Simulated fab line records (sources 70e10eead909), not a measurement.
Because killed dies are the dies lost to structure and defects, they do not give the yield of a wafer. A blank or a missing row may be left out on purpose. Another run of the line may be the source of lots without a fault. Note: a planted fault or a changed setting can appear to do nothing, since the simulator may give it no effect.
Which of the tools did it?	flow nand-harc	24 lots with 72 wafers sampled at 6 steps, on a route of 1302 steps

WHAT THE GAUGES SHOWED, per wafer
Not one reading of a measure or inspect step in the record can be checked against a usual standard deviation.

TOOL THAT RAN EACH LOT (tool first, then ch and the chambers of the sampled wafers, then the start)
lot	NHARC_A_CONTACT_ETCH_89	NHARC_A_CONTACT_CVD_19	NHARC_A_BLC_ETCH_18	NHARC_A_BLC_PVD_32	NHARC_A_M0_DESCUM_14	NHARC_A_M0_PRE_CLEAN_31
L074	rie-diel-11 ch 1,3, day 22 17:07 or earlier	cvd-w-02 ch 0,1, day 22 17:07 or earlier	rie-diel-09 ch 1,2, day 22 17:07 or earlier	pvd-sputter-01, day 22 17:07 or earlier	rie-diel-10 ch 0,1,3, day 22 17:07	pecvd-02 ch 0,1, day 22 19:42
L077	rie-diel-11 ch 0,1,3, day 23 15:06 or earlier	cvd-w-01 ch 0,1, day 23 15:06 or earlier	rie-diel-06 ch 0,1,3, day 23 15:06 or earlier	pvd-sputter-03, day 23 15:06 or earlier	rie-diel-01 ch 0,1, day 23 15:06	pecvd-02 ch 0,1,2, day 23 17:38
L075	rie-diel-03 ch 1,2,3, day 23 14:44 or earlier	cvd-w-02 ch 0,1, day 23 14:44 or earlier	rie-diel-09 ch 1,2,3, day 23 14:44 or earlier	pvd-sputter-01, day 23 14:44 or earlier	rie-diel-10 ch 0,1,2, day 23 14:44	pecvd-02 ch 0,2, day 23 17:17
L076	rie-diel-03 ch 0,1, day 24 00:37 or earlier	cvd-w-01 ch 0,1, day 24 00:37 or earlier	rie-diel-06 ch 0,1,2, day 24 00:37 or earlier	pvd-sputter-02, day 24 00:37 or earlier	rie-diel-10 ch 2,3, day 24 00:37	pecvd-02 ch 0,1,2, day 24 03:11
L078	rie-diel-03 ch 0,1, day 24 04:59 or earlier	cvd-w-02 ch 0, day 24 04:59 or earlier	rie-diel-09 ch 0,2, day 24 04:59 or earlier	pvd-sputter-03, day 24 04:59 or earlier	rie-diel-07 ch 0,3, day 24 04:59	pecvd-01 ch 0,1,2, day 24 07:33
L079	rie-diel-03 ch 0,3, day 24 01:22 or earlier	cvd-w-02 ch 0,1, day 24 01:22	rie-diel-02 ch 0,1, day 24 07:08 or earlier	pvd-sputter-02, day 24 07:08 or earlier	rie-diel-10 ch 0,2,3, day 24 07:08	pecvd-04 ch 1,2, day 24 09:42
L080	rie-diel-03 ch 0,1,2, day 25 08:47 or earlier	cvd-w-02 ch 0,1, day 25 08:47 or earlier	rie-diel-06 ch 0,1, day 25 08:47 or earlier	pvd-sputter-02, day 25 08:47 or earlier	rie-diel-10 ch 0,1,3, day 25 08:47	pecvd-04 ch 0,2, day 25 11:20
L081	rie-diel-11 ch 0,2,3, day 25 17:12 or earlier	cvd-w-02 ch 0,1, day 25 17:12 or earlier	rie-diel-06 ch 2,3, day 25 17:12 or earlier	pvd-sputter-03, day 25 17:12 or earlier	rie-diel-01 ch 0,1,2, day 25 17:12	pecvd-01 ch 0,1, day 25 19:47
L082	rie-diel-11 ch 0,3, day 26 10:49 or earlier	cvd-w-01 ch 0, day 26 10:49 or earlier	rie-diel-06 ch 0,1,2, day 26 10:49 or earlier	pvd-sputter-01, day 26 10:49 or earlier	rie-diel-10 ch 1,3, day 26 10:49	pecvd-01 ch 0,2, day 26 13:22
L084	rie-diel-03 ch 0,2,3, day 26 12:29 or earlier	cvd-w-02 ch 0, day 26 12:29 or earlier	rie-diel-02 ch 0,1, day 26 12:29 or earlier	pvd-sputter-02, day 26 12:29 or earlier	rie-diel-10 ch 0,1,2, day 26 12:29	pecvd-02 ch 0,2, day 26 15:01
L083	rie-diel-04 ch 0,1,3, day 26 15:39 or earlier	cvd-w-01 ch 0,1, day 26 15:39 or earlier	rie-diel-06 ch 0,2,3, day 26 15:39 or earlier	pvd-sputter-02, day 26 15:39 or earlier	rie-diel-10 ch 0,2, day 26 15:39	pecvd-01 ch 0,1, day 26 18:13
L085	rie-diel-03 ch 1,3, day 27 07:43 or earlier	cvd-w-01 ch 0,1, day 27 07:43 or earlier	rie-diel-06 ch 0,2, day 27 07:43 or earlier	pvd-sputter-01, day 27 07:43 or earlier	rie-diel-10 ch 0,3, day 27 07:43	pecvd-02 ch 0,1,2, day 27 10:19
L086	rie-diel-03 ch 1,3, day 27 09:00 or earlier	cvd-w-02 ch 0,1, day 27 09:00 or earlier	rie-diel-06 ch 0,2,3, day 27 09:00 or earlier	pvd-sputter-03, day 27 09:00 or earlier	rie-diel-07 ch 2,3, day 27 09:00	pecvd-01 ch 0,2, day 27 11:33
L087	rie-diel-04 ch 2,3, day 27 18:41 or earlier	cvd-w-01 ch 1, day 27 18:41 or earlier	rie-diel-06 ch 1,3, day 27 18:41 or earlier	pvd-sputter-03, day 27 18:41 or earlier	rie-diel-10 ch 0,1,2, day 27 18:41	pecvd-02 ch 0,1, day 27 22:13
L089	rie-diel-03 ch 0,1,2, day 28 10:55 or earlier	cvd-w-01 ch 0,1, day 28 10:55 or earlier	rie-diel-06 ch 0,2,3, day 28 10:55 or earlier	pvd-sputter-01, day 28 10:55 or earlier	rie-diel-01 ch 0,2,3, day 28 10:55	pecvd-02 ch 1,2, day 28 13:29
L088	rie-diel-11 ch 1,2, day 28 12:43 or earlier	cvd-w-02 ch 0,1, day 28 12:43 or earlier	rie-diel-06 ch 0,2,3, day 28 12:43 or earlier	pvd-sputter-01, day 28 12:43 or earlier	rie-diel-10 ch 2,3, day 28 12:43	pecvd-02 ch 1,2, day 28 15:19
L091	rie-diel-03 ch 0,1,2, day 29 03:19 or earlier	cvd-w-02 ch 0,1, day 29 03:19 or earlier	rie-diel-06 ch 1,2,3, day 29 03:19 or earlier	pvd-sputter-01, day 29 03:19 or earlier	rie-diel-07 ch 0,1,3, day 29 03:19	pecvd-02 ch 0,2, day 29 05:53
L090	rie-diel-04 ch 0,3, day 29 20:31 or earlier	cvd-w-02 ch 0,1, day 29 20:31 or earlier	rie-diel-09 ch 0,2,3, day 29 20:31 or earlier	pvd-sputter-03, day 29 20:31 or earlier	rie-diel-10 ch 0,1,3, day 29 20:31	pecvd-02 ch 0,1,2, day 29 23:04
L095	rie-diel-03 ch 0,1,2, day 30 13:37 or earlier	cvd-w-01 ch 0,1, day 30 13:37 or earlier	rie-diel-09 ch 0,1,3, day 30 13:37 or earlier	pvd-sputter-02, day 30 13:37 or earlier	rie-diel-07 ch 0,1,3, day 30 13:37	pecvd-02 ch 0,1,2, day 30 16:14
L092	rie-diel-03 ch 1,2, day 30 15:40 or earlier	cvd-w-02 ch 0,1, day 30 15:40 or earlier	rie-diel-09 ch 0,1,3, day 30 15:40 or earlier	pvd-sputter-01, day 30 15:40 or earlier	rie-diel-10 ch 0,3, day 30 15:40	pecvd-01 ch 0,1,2, day 30 18:12
L093	rie-diel-03 ch 1,3, day 30 16:55 or earlier	cvd-w-01 ch 0,1, day 30 16:55 or earlier	rie-diel-02 ch 1,2,3, day 30 16:55 or earlier	pvd-sputter-02, day 30 16:55 or earlier	rie-diel-07 ch 1,2,3, day 30 16:55	pecvd-01 ch 1,2, day 30 19:29
L094	rie-diel-03 ch 0,1,2, day 31 06:16 or earlier	cvd-w-01 ch 0,1, day 31 06:16 or earlier	rie-diel-09 ch 0,3, day 31 06:16 or earlier	pvd-sputter-02, day 31 06:16 or earlier	rie-diel-07 ch 1,2,3, day 31 06:16	pecvd-01 ch 0,2, day 31 08:48
L096	rie-diel-03 ch 0,1,2, day 32 17:58 or earlier	cvd-w-01 ch 1, day 32 17:58 or earlier	rie-diel-06 ch 0,1,3, day 32 17:58 or earlier	pvd-sputter-01, day 32 17:58 or earlier	rie-diel-07 ch 1,2, day 32 17:58	pecvd-02 ch 0,1, day 32 20:31
L097	rie-diel-04 ch 0,2,3, day 32 21:01 or earlier	cvd-w-02 ch 0,1, day 32 21:01 or earlier	rie-diel-09 ch 0,1,3, day 32 21:01 or earlier	pvd-sputter-03, day 32 21:01 or earlier	rie-diel-07 ch 1,2,3, day 32 21:01	pecvd-02 ch 0,1, day 32 23:37
- NHARC_A_CONTACT_ETCH_89: etches the open film in N2/H2, target depth 260 nm, time 475.3 s.
- NHARC_A_CONTACT_CVD_19: deposits W, target thk 300 nm, time 802 s.
- NHARC_A_BLC_ETCH_18: etches the open film in C4F8/O2/Ar, target depth 910 nm.
- NHARC_A_BLC_PVD_32: deposits Ti, target thk 5 nm, time 17.7 s.
- NHARC_A_M0_DESCUM_14: chemistry O2, time 3 s.
- NHARC_A_M0_PRE_CLEAN_31: time 12 s.

WHAT THE TOOLS THEMSELVES READ (means of the sampled wafers that have a number; where no wafer has one, the mark that the record gives instead)
NHARC_A_CONTACT_ETCH_89.
lot	tool	drypump-motor-current-A (A)	oes-product-au (a.u.)	rf-vpp-V (V)	showerhead-plenum-p-Torr (Torr)	throttle-valve-pct (%)
L074	rie-diel-11	5.7	1.005	431.2	2.06	14.177
L077	rie-diel-11	5.6	1.008	428.8	1.98	14.175
L075	rie-diel-03	6.2	1.000	432.5	2.07	14.173
L076	rie-diel-03	5.9	0.998	433.0	2.11	14.164
L078	rie-diel-03	5.6	1.002	431.8	2.08	14.168
L079	rie-diel-03	5.7	0.999	431.6	2.08	14.173
L080	rie-diel-03	5.7	0.997	430.6	2.06	14.170
L081	rie-diel-11	5.6	0.999	430.7	2.06	14.174
L082	rie-diel-11	5.6	1.005	430.3	2.03	14.179
L084	rie-diel-03	5.9	1.003	430.5	2.05	14.172
L083	rie-diel-04	5.4	1.010	431.2	2.05	14.175
L085	rie-diel-03	6.4	1.004	432.6	2.11	14.172
L086	rie-diel-03	6.3	1.006	432.8	2.12	14.170
L087	rie-diel-04	5.3	1.006	429.3	2.00	14.173
L089	rie-diel-03	5.8	0.999	431.0	2.05	14.162
L088	rie-diel-11	5.8	1.009	430.1	2.03	14.174
L091	rie-diel-03	5.8	1.001	431.1	2.05	14.171
L090	rie-diel-04	5.4	1.010	430.6	2.04	14.176
L095	rie-diel-03	5.8	1.007	431.0	2.05	14.169
L092	rie-diel-03	6.0	1.001	431.0	2.07	14.175
L093	rie-diel-03	6.2	1.004	432.0	2.11	14.165
L094	rie-diel-03	5.8	1.002	431.6	2.05	14.169
L096	rie-diel-03	5.8	0.995	431.4	2.05	14.163
L097	rie-diel-04	5.5	1.007	429.6	2.03	14.174

NHARC_A_CONTACT_CVD_19.
lot	tool	heater-power-w (W)	throttle-valve-pct (%)
L074	cvd-w-02	481	7.69
L077	cvd-w-01	426	8.14
L075	cvd-w-02	473	7.85
L076	cvd-w-01	430	8.10
L078	cvd-w-02	493	7.66
L079	cvd-w-02	486	7.84
L080	cvd-w-02	478	7.74
L081	cvd-w-02	483	7.79
L082	cvd-w-01	421	8.36
L084	cvd-w-02	499	7.75
L083	cvd-w-01	405	8.01
L085	cvd-w-01	412	8.05
L086	cvd-w-02	494	7.78
L087	cvd-w-01	384	7.84
L089	cvd-w-01	415	8.18
L088	cvd-w-02	475	8.05
L091	cvd-w-02	478	7.79
L090	cvd-w-02	474	7.82
L095	cvd-w-01	406	8.03
L092	cvd-w-02	483	7.94
L093	cvd-w-01	407	8.24
L094	cvd-w-01	419	8.12
L096	cvd-w-01	379	7.61
L097	cvd-w-02	473	7.95

NHARC_A_BLC_ETCH_18.
lot	tool	oes-product-au (a.u.)	rf-vpp-V (V)
L074	rie-diel-09	0.967	976
L077	rie-diel-06	0.955	976
L075	rie-diel-09	0.974	977
L076	rie-diel-06	0.976	973
L078	rie-diel-09	0.960	982
L079	rie-diel-02	0.928	975
L080	rie-diel-06	0.923	975
L081	rie-diel-06	0.974	972
L082	rie-diel-06	0.969	973
L084	rie-diel-02	0.956	980
L083	rie-diel-06	0.970	971
L085	rie-diel-06	0.919	969
L086	rie-diel-06	0.922	972
L087	rie-diel-06	0.921	978
L089	rie-diel-06	0.967	971
L088	rie-diel-06	0.970	971
L091	rie-diel-06	0.940	974
L090	rie-diel-09	0.975	979
L095	rie-diel-09	0.960	978
L092	rie-diel-09	0.926	977
L093	rie-diel-02	0.922	979
L094	rie-diel-09	0.955	978
L096	rie-diel-06	0.968	974
L097	rie-diel-09	0.956	978

NHARC_A_BLC_PVD_32.
lot	tool	throttle-valve-pct (%)
L074	pvd-sputter-01	30.1
L077	pvd-sputter-03	29.8
L075	pvd-sputter-01	30.4
L076	pvd-sputter-02	29.9
L078	pvd-sputter-03	29.7
L079	pvd-sputter-02	30.1
L080	pvd-sputter-02	30.0
L081	pvd-sputter-03	29.9
L082	pvd-sputter-01	30.7
L084	pvd-sputter-02	30.0
L083	pvd-sputter-02	30.0
L085	pvd-sputter-01	31.0
L086	pvd-sputter-03	29.6
L087	pvd-sputter-03	29.0
L089	pvd-sputter-01	30.4
L088	pvd-sputter-01	30.1
L091	pvd-sputter-01	30.4
L090	pvd-sputter-03	28.7
L095	pvd-sputter-02	29.5
L092	pvd-sputter-01	30.9
L093	pvd-sputter-02	29.9
L094	pvd-sputter-02	29.4
L096	pvd-sputter-01	30.2
L097	pvd-sputter-03	29.4

NHARC_A_M0_DESCUM_14.
lot	tool	drypump-motor-current-A (A)	oes-product-au (a.u.)	rf-vpp-V (V)	showerhead-plenum-p-Torr (Torr)	throttle-valve-pct (%)
L074	rie-diel-10	5.3	1.005	58.2	1.91	11.314
L077	rie-diel-01	6.1	0.993	57.9	2.03	11.319
L075	rie-diel-10	5.5	1.000	57.5	1.89	11.311
L076	rie-diel-10	5.3	0.993	57.8	1.82	11.314
L078	rie-diel-07	5.4	0.997	57.5	2.04	11.312
L079	rie-diel-10	5.5	0.995	57.7	1.86	11.309
L080	rie-diel-10	5.2	0.998	58.0	1.90	11.315
L081	rie-diel-01	5.7	1.009	58.2	1.97	11.304
L082	rie-diel-10	5.1	1.003	57.9	1.90	11.308
L084	rie-diel-10	5.5	1.000	58.0	1.89	11.314
L083	rie-diel-10	5.8	1.001	56.9	1.90	11.312
L085	rie-diel-10	5.4	0.997	57.5	1.91	11.297
L086	rie-diel-07	5.7	0.989	57.9	2.02	11.305
L087	rie-diel-10	5.5	1.008	58.7	1.89	11.317
L089	rie-diel-01	5.6	0.997	57.1	1.94	11.312
L088	rie-diel-10	5.6	1.006	57.1	1.80	11.302
L091	rie-diel-07	5.8	1.005	58.4	1.97	11.313
L090	rie-diel-10	5.2	0.998	57.9	1.90	11.303
L095	rie-diel-07	5.9	1.002	57.0	1.97	11.307
L092	rie-diel-10	5.2	0.996	57.7	1.87	11.306
L093	rie-diel-07	6.0	0.993	58.5	1.95	11.309
L094	rie-diel-07	6.0	0.998	58.0	1.95	11.311
L096	rie-diel-07	5.9	0.992	57.0	1.94	11.310
L097	rie-diel-07	6.0	1.005	58.0	1.95	11.313

NHARC_A_M0_PRE_CLEAN_31.
lot	tool	heater-power-w (W)
L074	pecvd-02	531
L077	pecvd-02	655
L075	pecvd-02	556
L076	pecvd-02	640
L078	pecvd-01	638
L079	pecvd-04	658
L080	pecvd-04	603
L081	pecvd-01	624
L082	pecvd-01	695
L084	pecvd-02	612
L083	pecvd-01	702
L085	pecvd-02	619
L086	pecvd-01	641
L087	pecvd-02	611
L089	pecvd-02	614
L088	pecvd-02	631
L091	pecvd-02	606
L090	pecvd-02	602
L095	pecvd-02	639
L092	pecvd-01	646
L093	pecvd-01	584
L094	pecvd-01	583
L096	pecvd-02	566
L097	pecvd-02	603

THE ANSWER, worked out from the rows above alone
Rule: the lots themselves supply what counts as usual. Put in order of their means at a reading, lots are off if they are a third of the lots or fewer, leave a main group of 4 or more, and stand apart from it by a gap of 3 or more times the standard deviation of the main group's means; of several such gaps the widest counts. A main group whose means are all the same, to the digits that the tables above print for the reading, isn't used. Also off: a lot with no number at a reading for which 4 or more lots have one. Where the step has rows for the other lots, those lots are counted as sound. Order of review: gauges by route order, followed by the tools' own readings, for which a lot's mean as printed above is used. The first step at which some lot is off is used, and at that step the reading that is off furthest; a lot without a number counts as furthest.
Nothing can be told from this: no lot is off at any reading shown.

WHAT HAD BEEN PUT IN BY THE SIMULATOR
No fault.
